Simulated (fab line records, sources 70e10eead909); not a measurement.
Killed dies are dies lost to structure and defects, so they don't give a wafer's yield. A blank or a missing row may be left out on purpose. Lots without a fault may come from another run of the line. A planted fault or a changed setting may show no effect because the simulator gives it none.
One fault seen from 2 desks | flow nand_harc | each desk has only its own numbers; what lay behind them comes last

THE METROLOGY DESK
What the gauges read, lot by lot, whatever tool the lot ran on: means of the sampled wafers that have a number. A lot is out of limits, marked OUT, if its mean lies more than 4 standard deviations from the usual mean; the brackets give that distance.
Columns: A = thk_nm at NHARC_A_ONON_D2_THK_MEAS_02, usual 1001 nm
lot  | first seen here | A
L282 | day 13 08:08    | 1011
L284 | day 13 22:38    | 1003
L283 | day 14 01:34    | 894 (-14) OUT
L285 | day 14 10:45    | 894 (-14) OUT
L286 | day 14 22:27    | 1001
L292 | day 17 04:07    | 1003
L293 | day 18 02:33    | 994
L295 | day 18 09:41    | 995
L296 | day 19 09:22    | 986
L297 | day 19 09:23    | 1019
L300 | day 20 21:19    | 986
L302 | day 21 15:41    | 998
L303 | day 22 00:57    | 1005
This desk's finding: out of limits on L283, L285; first on L283, day 14 01:34 (thk_nm at NHARC_A_ONON_D2_THK_MEAS_02). In limits: L282, L284, L286, L292, L293, L295, L296, L297, L300, L302, L303.

THE DEFECT DESK
What the inspections along the route counted, lot by lot: means of the sampled wafers that have a number. A lot is out of limits, marked OUT, if its mean lies more than 4 standard deviations from the usual mean; the brackets give that distance.
Columns: A = raw_defect_count at NHARC_A_DECK1_JOINT_INSPECT_05, usual 330
lot  | first seen here | A
L282 | day 13 07:34    | 339
L284 | day 13 22:04    | 286
L283 | day 14 00:59    | 398
L285 | day 14 10:11    | 422
L286 | day 14 21:53    | 289
L292 | day 17 03:32    | 487
L293 | day 18 01:58    | 310
L295 | day 18 09:07    | 325
L296 | day 19 08:48    | 248
L297 | day 19 08:48    | 488
L300 | day 20 20:44    | 406
L302 | day 21 15:07    | 178
L303 | day 22 00:23    | 229
This desk's finding: nothing out of limits on any of the 13 lots.

PUT TOGETHER
The metrology desk could have raised an alarm at day 14 01:34, on L283, L285.
The defect desk saw nothing out of limits.
The defect desk has L283, L285 on record, within its limits.
Of the lots named, all ran NHARC_A_ONON_D2_DEP_00 on pecvd_onon-01.

WHAT THE SIMULATOR HAD PUT IN
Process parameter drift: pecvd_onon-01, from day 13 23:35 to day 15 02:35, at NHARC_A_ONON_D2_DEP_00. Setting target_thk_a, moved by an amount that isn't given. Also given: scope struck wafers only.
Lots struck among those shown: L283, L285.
Hours from the fault's start to each desk's first reading out of limits: the metrology desk, 2.
